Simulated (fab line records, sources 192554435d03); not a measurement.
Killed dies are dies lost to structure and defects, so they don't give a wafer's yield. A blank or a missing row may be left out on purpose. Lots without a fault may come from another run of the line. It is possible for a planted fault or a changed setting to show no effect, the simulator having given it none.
Chamber matching || flow n5Finfet || 3 sister chambers for N5_BEOL_M5_ILD_DEP_00 on pecvd-03
The step deposits SiCOH lowk from DEMS/porogen, target thk 140.64 nm, time 25.9 s. 14 wafers are shown with their chamber, then 7 later ones without.

WAFERS PAIRED WITH THEIR CHAMBERS
{"wafer": "L074.3", "chamber": 1, "throttleValvePct (%)": 13.6, "heaterPowerOuterW (W)": 106, "heaterPowerW (W)": 264}
{"wafer": "L074.4", "chamber": 0, "throttleValvePct (%)": 13.8, "heaterPowerOuterW (W)": 79, "heaterPowerW (W)": 239}
{"wafer": "L074.5", "chamber": 0, "throttleValvePct (%)": 13.8, "heaterPowerOuterW (W)": 86, "heaterPowerW (W)": 238}
{"wafer": "L075.2", "chamber": 2, "throttleValvePct (%)": 12.8, "heaterPowerOuterW (W)": 181, "heaterPowerW (W)": 374}
{"wafer": "L075.4", "chamber": 0, "throttleValvePct (%)": 13.7, "heaterPowerOuterW (W)": 121, "heaterPowerW (W)": 289}
{"wafer": "L075.6", "chamber": 1, "throttleValvePct (%)": 13.7, "heaterPowerOuterW (W)": 130, "heaterPowerW (W)": 288}
{"wafer": "L084.3", "chamber": 0, "throttleValvePct (%)": 13.9, "heaterPowerOuterW (W)": 96, "heaterPowerW (W)": 255}
{"wafer": "L084.5", "chamber": 0, "throttleValvePct (%)": 13.7, "heaterPowerOuterW (W)": 97, "heaterPowerW (W)": 259}
{"wafer": "L084.6", "chamber": 1, "throttleValvePct (%)": 13.7, "heaterPowerOuterW (W)": 115, "heaterPowerW (W)": 280}
{"wafer": "L086.2", "chamber": 1, "throttleValvePct (%)": 13.7, "heaterPowerOuterW (W)": 100, "heaterPowerW (W)": 255}
{"wafer": "L086.3", "chamber": 2, "throttleValvePct (%)": 12.9, "heaterPowerOuterW (W)": 194, "heaterPowerW (W)": 418}
{"wafer": "L086.6", "chamber": 2, "throttleValvePct (%)": 12.9, "heaterPowerOuterW (W)": 198, "heaterPowerW (W)": 422}
{"wafer": "L088.3", "chamber": 0, "throttleValvePct (%)": 14.0, "heaterPowerOuterW (W)": 115, "heaterPowerW (W)": 280}
{"wafer": "L088.5", "chamber": 1, "throttleValvePct (%)": 13.7, "heaterPowerOuterW (W)": 108, "heaterPowerW (W)": 271}

SIGNATURES (means of the wafers above)
{"reading": "throttleValvePct", "chamber 0": 13.817, "chamber 1": 13.680, "chamber 2": 12.867, "scatter within a chamber": 0.0869}
{"reading": "heaterPowerOuterW", "chamber 0": 99.00, "chamber 1": 111.80, "chamber 2": 191.00, "scatter within a chamber": 13.5}
{"reading": "heaterPowerW", "chamber 0": 260.00, "chamber 1": 271.60, "chamber 2": 404.67, "scatter within a chamber": 19.7}
Rule: a wafer's distance from a chamber is the root of the sum, over the readings, of the square of ((its reading less the chamber's mean) divided by the reading's scatter). The wafer belongs to the nearest chamber; if the next one is less than 2 further off, it can't be placed. The scatter: the root of (the sum of the squares of (reading less its chamber's mean) over the shown wafers, divided by (wafers less chambers)).

WAFERS WHOSE CHAMBER IS MISSING
{"wafer": "L088.6", "throttleValvePct (%)": 13.1, "heaterPowerOuterW (W)": 182, "heaterPowerW (W)": 393}
{"wafer": "L089.2", "throttleValvePct (%)": 13.7, "heaterPowerOuterW (W)": 108, "heaterPowerW (W)": 272}
{"wafer": "L089.4", "throttleValvePct (%)": 13.8, "heaterPowerOuterW (W)": 124, "heaterPowerW (W)": 297}
{"wafer": "L089.5", "throttleValvePct (%)": 13.4, "heaterPowerOuterW (W)": 108, "heaterPowerW (W)": 270}
{"wafer": "L095.1", "throttleValvePct (%)": 12.9, "heaterPowerOuterW (W)": 152, "heaterPowerW (W)": 357}
{"wafer": "L095.4", "throttleValvePct (%)": 13.9, "heaterPowerOuterW (W)": 124, "heaterPowerW (W)": 296}
{"wafer": "L095.6", "throttleValvePct (%)": 13.1, "heaterPowerOuterW (W)": 158, "heaterPowerW (W)": 378}

CHAMBER TAKEN BY EACH
{"wafer": "L088.6", "from the rows above": 2, "in truth": 2}
{"wafer": "L089.2", "from the rows above": "can't be placed: 1 or 0", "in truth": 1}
{"wafer": "L089.4", "from the rows above": "can't be placed: 1 or 0", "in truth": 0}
{"wafer": "L089.5", "from the rows above": "can't be placed: 1 or 0", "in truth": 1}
{"wafer": "L095.1", "from the rows above": 2, "in truth": 2}
{"wafer": "L095.4", "from the rows above": "can't be placed: 0 or 1", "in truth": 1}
{"wafer": "L095.6", "from the rows above": 2, "in truth": 2}
Correct placement for 3 of the 7. Unplaceable from these rows: 4, with the true chamber sitting among the candidates in 4. 0 placed wrongly.
